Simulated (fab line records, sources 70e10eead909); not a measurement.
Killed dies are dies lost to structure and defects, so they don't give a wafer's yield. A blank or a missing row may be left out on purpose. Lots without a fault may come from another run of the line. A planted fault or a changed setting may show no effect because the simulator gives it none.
A struck lot beside a sound one | flow nand_harc | 14 steps out of a route of 1159
Sound: wafers L103.2, L103.4, L103.5. Struck: wafers L111.2, L111.5, L111.6. The cause comes at the end.
At each step with rows: each side's tool, then ch and its chambers, then its first start. Under that, the readings that differ: sound wafers | struck wafers | difference of the means | sigmas: that difference in standard deviations of wafers without a fault.
alike: readings whose means differ by less than 2 such deviations, and words and numbers that are the same on both sides. not compared: withheld readings, readings that some wafer has no value for, bounds like >300 that may hide the same value, and numbers for which the record gives no deviation and whose values overlap.
The two part at a step that has a row with sigmas, a row that says differs or no value, or rows on one side only. Numbers that don't overlap but have no deviation are shown without sigmas and don't part them. A reading that every wafer of one side lacks parts them only if that side has two wafers or more.

first, 3 steps without rows for these wafers: NHARC_P_GATE_SRD_72; NHARC_P_GATE_OXIDE_16 (material SiO2, target thk 3 nm, ox time 392 s); NHARC_P_GATE_CVD_17 (deposits poly-Si, target thk 150 nm, time 900 s).
NHARC_P_GATE_HM_DEP_102: deposits aC, target thk 120 nm.
  sound on acl_dep-03 ch 0, day 4 18:53; struck on acl_dep-03 ch 0, day 7 02:44
  alike: throttle_valve_pct
NHARC_P_GATE_DEP_103: deposits SiON, target thk 30 nm.
  sound on pecvd-01 ch 0,1,2, day 4 19:30; struck on pecvd-04 ch 1,2, day 7 03:22
  alike: heater_power_w, rf_fwd_power_W
  not compared: since_wet_clean_h
then, 7 steps without rows for these wafers: NHARC_P_GATE_DEHYDRATE_18 (time 120 s); NHARC_P_GATE_HMDS_19 (time 30 s); NHARC_P_GATE_COAT_20 (resist thk 90 nm); NHARC_P_GATE_SOFTBAKE_21 (time 55 s); NHARC_P_GATE_EBR_22; NHARC_P_GATE_EXPOSE_23 (exposes mask P GATE, target cd 120 nm); NHARC_P_GATE_PEB_24 (peb time 65 s).
NHARC_P_GATE_DEVELOP_25: develop time 35 s.
  sound on litho_track-01 ch 0, day 4 20:00; struck on litho_track-06, day 7 03:00
  no value came back on the struck wafers for chill_plate_temp_C (C), develop_time_s (s); on the sound wafers chill_plate_temp_C (C) reads 23.12 23.01 23.08
NHARC_P_GATE_CD_MEAS_26: target cd 120 nm.
  sound on cd_sem-01 ch 0, day 4 20:08; struck on cd_sem-01 ch 0, day 7 03:59
  reading    | sound             | struck | difference                    | sigmas
  cd_nm (nm) | 120.3 120.4 121.1 | - - -  | no value on the struck wafers |

WHERE THEY PART
First at NHARC_P_GATE_DEVELOP_25; last, within this record, at NHARC_P_GATE_CD_MEAS_26.

WHY: what the simulator had put in
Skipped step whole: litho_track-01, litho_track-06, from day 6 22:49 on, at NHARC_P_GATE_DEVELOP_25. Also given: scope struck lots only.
